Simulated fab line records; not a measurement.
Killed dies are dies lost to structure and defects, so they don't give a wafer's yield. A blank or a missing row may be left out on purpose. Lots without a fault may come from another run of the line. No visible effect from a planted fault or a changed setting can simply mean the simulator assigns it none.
Which tool is to blame? / flow n5Finfet / 10 lots, 27 wafers sampled, at 5 steps of a route of 1938

== WHAT THE GAUGES READ, wafer by wafer ==
N5_MOL_CONTACT_COAG_CD_MEAS_137 targets a cd of 16 nm. Usual: cdNm reads 16.1 nm (standard deviation 0.33).
lot=L675; measured=day 5 19:37; on=cdSem-02; cdNm (nm)=16.2 16.6 15.7; flag=
lot=L677; measured=day 5 20:21; on=cdSem-02; cdNm (nm)=15.9 15.7 16.0; flag=
lot=L679; measured=day 6 11:39; on=cdSem-03; cdNm (nm)=15.8 15.4; flag=
lot=L684; measured=day 7 14:19; on=cdSem-03; cdNm (nm)=16.1 15.7; flag=
lot=L686; measured=day 8 02:58; on=cdSem-02; cdNm (nm)=16.1 15.9; flag=
lot=L691; measured=day 9 06:16; on=cdSem-02; cdNm (nm)=16.1 15.6 15.9; flag=
lot=L694; measured=day 10 00:20; on=cdSem-02; cdNm (nm)=16.7 15.8 16.6; flag=
lot=L695; measured=day 10 05:32; on=cdSem-02; cdNm (nm)=17.0 15.8 15.8; flag=
lot=L697; measured=day 10 14:20; on=cdSem-02; cdNm (nm)=16.5 16.1 15.8; flag=
lot=L698; measured=day 11 01:47; on=cdSem-02; cdNm (nm)=16.3 16.6 16.2; flag=

N5_MOL_CONTACT_COAG_INSPECT_42: inspects for defects (brightfield). Usual: rawDefectCount reads 220 (standard deviation 58).
lot=L675; measured=day 5 20:02; on=defectInspect-01; rawDefectCount=207 288 245; flag=
lot=L677; measured=day 5 20:53; on=defectInspect-01; rawDefectCount=216 205 150; flag=
lot=L679; measured=day 6 12:05; on=defectInspect-01; rawDefectCount=294 292; flag=
lot=L684; measured=day 7 14:44; on=defectInspect-02; rawDefectCount=211 169; flag=
lot=L686; measured=day 8 03:23; on=defectInspect-01; rawDefectCount=237 262; flag=
lot=L691; measured=day 9 06:40; on=defectInspect-02; rawDefectCount=183 298 214; flag=
lot=L694; measured=day 10 00:53; on=defectInspect-02; rawDefectCount=243 155 226; flag=
lot=L695; measured=day 10 06:04; on=defectInspect-02; rawDefectCount=228 159 195; flag=
lot=L697; measured=day 10 14:44; on=defectInspect-01; rawDefectCount=150 234 181; flag=
lot=L698; measured=day 11 02:13; on=defectInspect-02; rawDefectCount=204 221 233; flag=

N5_BEOL_M4_RC_MEAS_101. Usual: DIBL_N 36.4 mV/V, standard deviation 1.6; DIBL_P 36.2 mV/V, standard deviation 1.8; IOFF_N 0.159 nA/um, standard deviation 0.029; IOFF_P 0.21 nA/um, standard deviation 0.034; ION_N 670 uA/um, standard deviation 12; ION_P 459 uA/um, standard deviation 8.2; SS_N 71.5 mV/dec, standard deviation 0.59; SS_P 73.2 mV/dec, standard deviation 0.54; VT_N 250 mV, standard deviation 3.3; VT_P -250 mV, standard deviation 3.7.
lot=L675; measured=day 8 20:48; on=prober-02; DIBL_N (mV/V)=35.8 36.6 36.6; DIBL_P (mV/V)=37.4 37.3 37.5; IOFF_N (nA/um)=0.150 0.153 0.164; IOFF_P (nA/um)=0.20 0.20 0.21; ION_N (uA/um)=673 659 671; ION_P (uA/um)=460 447 459; SS_N (mV/dec)=71.2 71.3 71.5; SS_P (mV/dec)=73.4 73.6 73.1; VT_N (mV)=248 251 251; VT_P (mV)=-251 -252 -254; flag=
lot=L677; measured=day 9 12:06; on=prober-02; DIBL_N (mV/V)=34.8 37.0 36.3; DIBL_P (mV/V)=33.3 35.7 34.5; IOFF_N (nA/um)=0.133 0.170 0.144; IOFF_P (nA/um)=0.20 0.24 0.22; ION_N (uA/um)=674 685 658; ION_P (uA/um)=465 464 459; SS_N (mV/dec)=70.2 71.5 71.6; SS_P (mV/dec)=73.3 72.6 73.3; VT_N (mV)=252 248 252; VT_P (mV)=-249 -247 -247; flag=
lot=L679; measured=day 9 19:52; on=prober-01; DIBL_N (mV/V)=37.4 34.0; DIBL_P (mV/V)=39.1 34.9; IOFF_N (nA/um)=0.216 0.136; IOFF_P (nA/um)=0.26 0.20; ION_N (uA/um)=689 673; ION_P (uA/um)=473 460; SS_N (mV/dec)=71.9 70.8; SS_P (mV/dec)=73.9 73.1; VT_N (mV)=241 251; VT_P (mV)=-246 -253; flag=
lot=L684; measured=day 10 09:16; on=prober-01; DIBL_N (mV/V)=38.3 38.2; DIBL_P (mV/V)=37.5 37.1; IOFF_N (nA/um)=0.176 0.184; IOFF_P (nA/um)=0.27 0.26; ION_N (uA/um)=669 678; ION_P (uA/um)=462 468; SS_N (mV/dec)=71.5 71.8; SS_P (mV/dec)=74.3 74.1; VT_N (mV)=248 247; VT_P (mV)=-245 -243; flag=
lot=L686; measured=day 11 20:13; on=prober-01; DIBL_N (mV/V)=34.5 36.1; DIBL_P (mV/V)=33.8 36.9; IOFF_N (nA/um)=0.119 0.135; IOFF_P (nA/um)=0.16 0.20; ION_N (uA/um)=657 658; ION_P (uA/um)=449 459; SS_N (mV/dec)=70.7 70.6; SS_P (mV/dec)=72.7 73.9; VT_N (mV)=256 253; VT_P (mV)=-254 -252; flag=
lot=L691; measured=day 13 00:02; on=prober-01; DIBL_N (mV/V)=32.9 34.7 33.8; DIBL_P (mV/V)=34.3 34.9 33.9; IOFF_N (nA/um)=0.119 0.137 0.137; IOFF_P (nA/um)=0.18 0.19 0.18; ION_N (uA/um)=657 665 670; ION_P (uA/um)=457 458 464; SS_N (mV/dec)=70.4 70.4 70.4; SS_P (mV/dec)=72.8 73.4 73.3; VT_N (mV)=251 253 250; VT_P (mV)=-251 -250 -250; flag=
lot=L694; measured=day 13 05:46; on=prober-02; DIBL_N (mV/V)=39.8 34.7 37.9; DIBL_P (mV/V)=38.1 34.4 36.6; IOFF_N (nA/um)=0.211 0.128 0.181; IOFF_P (nA/um)=0.25 0.20 0.24; ION_N (uA/um)=673 667 677; ION_P (uA/um)=456 459 458; SS_N (mV/dec)=72.7 70.1 72.7; SS_P (mV/dec)=74.5 72.9 73.4; VT_N (mV)=243 251 246; VT_P (mV)=-251 -249 -248; flag=
lot=L695; measured=day 13 16:05; on=prober-02; DIBL_N (mV/V)=39.1 38.5 39.0; DIBL_P (mV/V)=37.3 36.3 38.0; IOFF_N (nA/um)=0.199 0.188 0.196; IOFF_P (nA/um)=0.22 0.21 0.25; ION_N (uA/um)=683 695 679; ION_P (uA/um)=460 470 462; SS_N (mV/dec)=71.9 71.4 71.4; SS_P (mV/dec)=73.5 73.1 73.4; VT_N (mV)=247 245 245; VT_P (mV)=-250 -250 -246; flag=
lot=L697; measured=day 14 19:29; on=prober-01; DIBL_N (mV/V)=36.1 37.3 33.1; DIBL_P (mV/V)=37.1 39.1 34.9; IOFF_N (nA/um)=0.157 0.196 0.117; IOFF_P (nA/um)=0.22 0.26 0.19; ION_N (uA/um)=657 689 652; ION_P (uA/um)=458 472 460; SS_N (mV/dec)=71.7 71.7 70.8; SS_P (mV/dec)=73.4 73.6 72.5; VT_N (mV)=253 247 253; VT_P (mV)=-250 -248 -250; flag=
lot=L698; measured=day 14 23:20; on=prober-02; DIBL_N (mV/V)=37.0 32.8 32.9; DIBL_P (mV/V)=37.7 33.8 34.5; IOFF_N (nA/um)=0.179 0.114 0.119; IOFF_P (nA/um)=0.27 0.20 0.23; ION_N (uA/um)=671 657 660; ION_P (uA/um)=468 466 464; SS_N (mV/dec)=72.1 70.8 70.8; SS_P (mV/dec)=73.9 72.3 73.0; VT_N (mV)=248 255 249; VT_P (mV)=-245 -246 -247; flag=

== TOOL THAT RAN EACH LOT (tool first, then ch and the chambers of the sampled wafers, then the start) ==
lot=L675; N5_MOL_CONTACT_COAG_ETCHBACK_135=rieDiel-01 ch 0,2,3, day 5 19:13; N5_MOL_CONTACT_COAG_ETCH_65=rieDiel-03 ch 0,1,3, day 5 20:14
lot=L677; N5_MOL_CONTACT_COAG_ETCHBACK_135=rieDiel-06 ch 0,1,2, day 5 19:57; N5_MOL_CONTACT_COAG_ETCH_65=rieDiel-03 ch 0,1,2, day 5 21:01
lot=L679; N5_MOL_CONTACT_COAG_ETCHBACK_135=rieDiel-01 ch 2,3, day 6 11:17; N5_MOL_CONTACT_COAG_ETCH_65=rieDiel-03 ch 1,3, day 6 12:09
lot=L684; N5_MOL_CONTACT_COAG_ETCHBACK_135=rieDiel-03 ch 0,1, day 7 13:57; N5_MOL_CONTACT_COAG_ETCH_65=rieDiel-03 ch 0,2, day 7 14:47
lot=L686; N5_MOL_CONTACT_COAG_ETCHBACK_135=rieDiel-01 ch 1,3, day 8 02:36; N5_MOL_CONTACT_COAG_ETCH_65=rieDiel-03 ch 0,3, day 8 03:28
lot=L691; N5_MOL_CONTACT_COAG_ETCHBACK_135=rieDiel-03 ch 2,3, day 9 05:53; N5_MOL_CONTACT_COAG_ETCH_65=rieDiel-01 ch 0,1,3, day 9 06:44
lot=L694; N5_MOL_CONTACT_COAG_ETCHBACK_135=rieDiel-06 ch 1,2, day 9 23:58; N5_MOL_CONTACT_COAG_ETCH_65=rieDiel-01 ch 1,2,3, day 10 00:56
lot=L695; N5_MOL_CONTACT_COAG_ETCHBACK_135=rieDiel-03 ch 0,1,3, day 10 05:10; N5_MOL_CONTACT_COAG_ETCH_65=rieDiel-03 ch 0,3, day 10 06:08
lot=L697; N5_MOL_CONTACT_COAG_ETCHBACK_135=rieDiel-03 ch 1,2,3, day 10 13:58; N5_MOL_CONTACT_COAG_ETCH_65=rieDiel-03 ch 0,1,2, day 10 14:57
lot=L698; N5_MOL_CONTACT_COAG_ETCHBACK_135=rieDiel-03 ch 0,2, day 11 01:26; N5_MOL_CONTACT_COAG_ETCH_65=rieDiel-06 ch 0,1,3, day 11 02:39
- N5_MOL_CONTACT_COAG_ETCHBACK_135: etches SiO2 in CHF3, target depth 25 nm, time 16.7 s.
- N5_MOL_CONTACT_COAG_ETCH_65: etches underlayer in N2/H2, target depth 13 nm, time 10.4 s.

== AS READ BY THE TOOLS THEMSELVES (means over the sampled wafers that have a number; for cases with no such wafer, the mark the record gives instead) ==
N5_MOL_CONTACT_COAG_ETCHBACK_135. Usual: CHF3_flow_sccm 50.00 sccm, standard deviation 0.16; drypumpMotorCurrentA 5.7 A, standard deviation 0.42; mfcArSccm 200.0 sccm, standard deviation 0.58; oesProductAu 0.79 a.u., standard deviation 0.097; rfVppV 526 V, standard deviation 7.3; showerheadPlenumPTorr 2.38 Torr, standard deviation 0.089; throttleValvePct 18.77 %, standard deviation 0.23.
lot=L675; tool=rieDiel-01; CHF3_flow_sccm (sccm)=49.87; drypumpMotorCurrentA (A)=5.6; mfcArSccm (sccm)=199.7; oesProductAu (a.u.)=0.73; rfVppV (V)=523; showerheadPlenumPTorr (Torr)=2.40; throttleValvePct (%)=18.74; flag=
lot=L677; tool=rieDiel-06; CHF3_flow_sccm (sccm)=50.05; drypumpMotorCurrentA (A)=5.7; mfcArSccm (sccm)=199.8; oesProductAu (a.u.)=0.72; rfVppV (V)=528; showerheadPlenumPTorr (Torr)=2.35; throttleValvePct (%)=18.69; flag=
lot=L679; tool=rieDiel-01; CHF3_flow_sccm (sccm)=49.83; drypumpMotorCurrentA (A)=5.7; mfcArSccm (sccm)=199.4; oesProductAu (a.u.)=0.72; rfVppV (V)=520; showerheadPlenumPTorr (Torr)=2.37; throttleValvePct (%)=18.75; flag=
lot=L684; tool=rieDiel-03; CHF3_flow_sccm (sccm)=50.01; drypumpMotorCurrentA (A)=5.4; mfcArSccm (sccm)=200.2; oesProductAu (a.u.)=0.71; rfVppV (V)=524; showerheadPlenumPTorr (Torr)=2.37; throttleValvePct (%)=18.95; flag=
lot=L686; tool=rieDiel-01; CHF3_flow_sccm (sccm)=50.03; drypumpMotorCurrentA (A)=5.4; mfcArSccm (sccm)=200.1; oesProductAu (a.u.)=0.72; rfVppV (V)=524; showerheadPlenumPTorr (Torr)=2.31; throttleValvePct (%)=18.95; flag=
lot=L691; tool=rieDiel-03; CHF3_flow_sccm (sccm)=50.12; drypumpMotorCurrentA (A)=6.0; mfcArSccm (sccm)=199.6; oesProductAu (a.u.)=0.88; rfVppV (V)=532; showerheadPlenumPTorr (Torr)=2.53; throttleValvePct (%)=18.70; flag=
lot=L694; tool=rieDiel-06; CHF3_flow_sccm (sccm)=50.05; drypumpMotorCurrentA (A)=5.4; mfcArSccm (sccm)=199.4; oesProductAu (a.u.)=0.93; rfVppV (V)=529; showerheadPlenumPTorr (Torr)=2.39; throttleValvePct (%)=18.38; flag=
lot=L695; tool=rieDiel-03; CHF3_flow_sccm (sccm)=49.90; drypumpMotorCurrentA (A)=5.9; mfcArSccm (sccm)=200.0; oesProductAu (a.u.)=0.84; rfVppV (V)=528; showerheadPlenumPTorr (Torr)=2.41; throttleValvePct (%)=18.71; flag=
lot=L697; tool=rieDiel-03; CHF3_flow_sccm (sccm)=50.03; drypumpMotorCurrentA (A)=6.0; mfcArSccm (sccm)=199.4; oesProductAu (a.u.)=0.90; rfVppV (V)=529; showerheadPlenumPTorr (Torr)=2.49; throttleValvePct (%)=18.72; flag=
lot=L698; tool=rieDiel-03; CHF3_flow_sccm (sccm)=49.99; drypumpMotorCurrentA (A)=5.5; mfcArSccm (sccm)=199.8; oesProductAu (a.u.)=0.78; rfVppV (V)=528; showerheadPlenumPTorr (Torr)=2.36; throttleValvePct (%)=18.80; flag=

N5_MOL_CONTACT_COAG_ETCH_65. Usual: drypumpMotorCurrentA 5.7 A, standard deviation 0.44; etchRfOnTimeS 10.51 s, standard deviation 0.21; oesProductAu 0.67 a.u., standard deviation 0.081; rfVppV 524 V, standard deviation 3.1; showerheadPlenumPTorr 2.55 Torr, standard deviation 0.11; throttleValvePct 17.93 %, standard deviation 0.28.
lot=L675; tool=rieDiel-03; drypumpMotorCurrentA (A)=5.9; etchRfOnTimeS (s)=10.61; oesProductAu (a.u.)=0.65; rfVppV (V)=525; showerheadPlenumPTorr (Torr)=2.58; throttleValvePct (%)=17.89; flag=
lot=L677; tool=rieDiel-03; drypumpMotorCurrentA (A)=5.6; etchRfOnTimeS (s)=10.49; oesProductAu (a.u.)=0.60; rfVppV (V)=523; showerheadPlenumPTorr (Torr)=2.49; throttleValvePct (%)=18.17; flag=
lot=L679; tool=rieDiel-03; drypumpMotorCurrentA (A)=6.2; etchRfOnTimeS (s)=8.82; oesProductAu (a.u.)=0.76; rfVppV (V)=528; showerheadPlenumPTorr (Torr)=2.66; throttleValvePct (%)=17.95; flag=OFF
lot=L684; tool=rieDiel-03; drypumpMotorCurrentA (A)=5.5; etchRfOnTimeS (s)=7.17; oesProductAu (a.u.)=0.90; rfVppV (V)=526; showerheadPlenumPTorr (Torr)=2.56; throttleValvePct (%)=17.88; flag=OFF
lot=L686; tool=rieDiel-03; drypumpMotorCurrentA (A)=6.0; etchRfOnTimeS (s)=8.92; oesProductAu (a.u.)=0.75; rfVppV (V)=525; showerheadPlenumPTorr (Torr)=2.54; throttleValvePct (%)=17.70; flag=OFF
lot=L691; tool=rieDiel-01; drypumpMotorCurrentA (A)=5.4; etchRfOnTimeS (s)=10.49; oesProductAu (a.u.)=0.61; rfVppV (V)=523; showerheadPlenumPTorr (Torr)=2.52; throttleValvePct (%)=18.08; flag=
lot=L694; tool=rieDiel-01; drypumpMotorCurrentA (A)=5.6; etchRfOnTimeS (s)=10.45; oesProductAu (a.u.)=0.60; rfVppV (V)=522; showerheadPlenumPTorr (Torr)=2.48; throttleValvePct (%)=18.09; flag=
lot=L695; tool=rieDiel-03; drypumpMotorCurrentA (A)=6.2; etchRfOnTimeS (s)=10.62; oesProductAu (a.u.)=0.66; rfVppV (V)=525; showerheadPlenumPTorr (Torr)=2.58; throttleValvePct (%)=17.66; flag=
lot=L697; tool=rieDiel-03; drypumpMotorCurrentA (A)=5.6; etchRfOnTimeS (s)=10.17; oesProductAu (a.u.)=0.75; rfVppV (V)=525; showerheadPlenumPTorr (Torr)=2.58; throttleValvePct (%)=17.94; flag=
lot=L698; tool=rieDiel-06; drypumpMotorCurrentA (A)=5.8; etchRfOnTimeS (s)=10.45; oesProductAu (a.u.)=0.71; rfVppV (V)=521; showerheadPlenumPTorr (Torr)=2.47; throttleValvePct (%)=17.82; flag=

== THE ANSWER, worked out from the rows above alone ==
Rule: a lot is off if the mean of its wafers that have a number lies more than 3 standard deviations from the usual mean. A lot without any number at a reading at which 4 lots or more have one is off too. All remaining lots with rows at the step are treated as sound. After the gauges, taken in route order, come the tools' own readings; for these a lot's mean is taken, as printed above. At the first step where some lot is off, the reading lying furthest off is the one used; lots without a number count as furthest.
Off at N5_MOL_CONTACT_COAG_ETCH_65 (etchRfOnTimeS): L679, L684, L686.
If a tool, at that step or one of the process steps before it, ran each lot that is off and ran no sound lot following the first of them, it fits. Of those tried, none fits.

== WHAT THE SIMULATOR PUT IN ==
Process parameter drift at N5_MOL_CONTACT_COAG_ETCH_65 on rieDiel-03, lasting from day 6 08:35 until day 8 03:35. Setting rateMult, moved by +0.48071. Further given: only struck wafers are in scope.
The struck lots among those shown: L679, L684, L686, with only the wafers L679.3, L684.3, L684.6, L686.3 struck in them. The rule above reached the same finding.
